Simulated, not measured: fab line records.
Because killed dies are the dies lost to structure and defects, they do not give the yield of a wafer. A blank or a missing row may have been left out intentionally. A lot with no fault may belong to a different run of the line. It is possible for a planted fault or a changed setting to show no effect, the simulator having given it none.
Code-filled problem report in 8D (eight disciplines) form ; flow n5Finfet ; the parts of the form that need people (team, actions taken, sign-off) are left out

## 1. PROBLEM STATEMENT
Mean of barrierFieldEndpointS at N5_BEOL_M10_CMP_52: 37.8 s across 3 wafers in 3 lots; on wafers with no fault it is 28.7 s (standard deviation 0.73). Relative to the usual mean, that is a shift of +12 standard deviations.
The step: polishes, stops on SiCOH lowk, t overpolish 7 s, target thk 140 nm.
First seen on wafer L400.5, day 14 22:26, on cmp-01. Wafers with a number at this step in the record: 30, from 11 lots. Rule for "out" (also "out of limits"): further than 4 standard deviations from the usual mean. All remaining wafers that have a number are taken as sound.

## 2. WHAT IT IS AND WHAT IT IS NOT
question;is;is not
which readings at this step;barrierFieldEndpointS;clearingPlatenRpm, motorCurrentA
which lots;L400, L402, L403;L384, L386, L387, L389, L391, L392, L394, L398
which wafers of those lots;L400.5, L402.6, L403.6;L400.1, L402.4, L403.4
read on which tools;cmp-01, cmp-03;cmp-02
when;from day 14 22:26;"up to then (25 sound wafers); but 2 sound wafers of L402, L403 came after"

## 3. THE SUSPECTS, EACH WITH WHAT RULES IT OUT
Counting: any tool at a process step up to the reading remains a suspect provided it ran every lot that is out. Sound lots after the first of them don't rule it out here, since some wafers of a struck lot are sound.
- pecvd-03 at N5_BEOL_M10_PECVD_70 (deposits SiO2 from TEOS/O2, target thk 20 nm, time 22.7 s): kept. Every lot that is out went through it, the first being L400 (day 14 15:29); the last sound lot it ran before that was L398 (day 14 05:53).
After counting, what remains is pecvd-03 at N5_BEOL_M10_PECVD_70.

## 4. THE CAUSE (what the simulator had put in)
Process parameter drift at N5_BEOL_M10_PECVD_70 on pecvd-03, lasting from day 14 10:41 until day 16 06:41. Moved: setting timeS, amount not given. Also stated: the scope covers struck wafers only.
Counting left only this tool.

## 5. SEQUENCE OF EFFECTS, ordered by route
One row per reading whose mean, taken over the struck wafers that have a number, lies over 3 standard deviations from the usual. Readings are gone through only where the record gives a usual standard deviation; hours: the median, over the lots, of the time from a lot's start at the first step in this table giving one to that lot's start at this step; sigmas: the change measured in usual standard deviations.
hours;step;reading;usual;on struck wafers;change;sigmas
0;N5_BEOL_M10_CMP_52;barrierFieldEndpointS;28.7 s;37.8;+9.1;+12
Its process steps:
- N5_BEOL_M10_CMP_52: polishes, stops on SiCOH lowk, t overpolish 7 s, target thk 140 nm.

## 6. WHAT WOULD HAVE CAUGHT IT SOONER
First out-of-limits reading in this record: day 14 22:26, which is 12 hours after fault onset at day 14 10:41.
No tool reading at N5_BEOL_M10_PECVD_70 that has a usual standard deviation in the record was out on any struck wafer, so an alarm limit of 4 standard deviations on those readings would not have fired.
Among the 3 lots that are out, L403, L402 began N5_BEOL_M10_PECVD_70 on pecvd-03 after day 14 22:26. A hold on the tool at that time would have spared those 2.
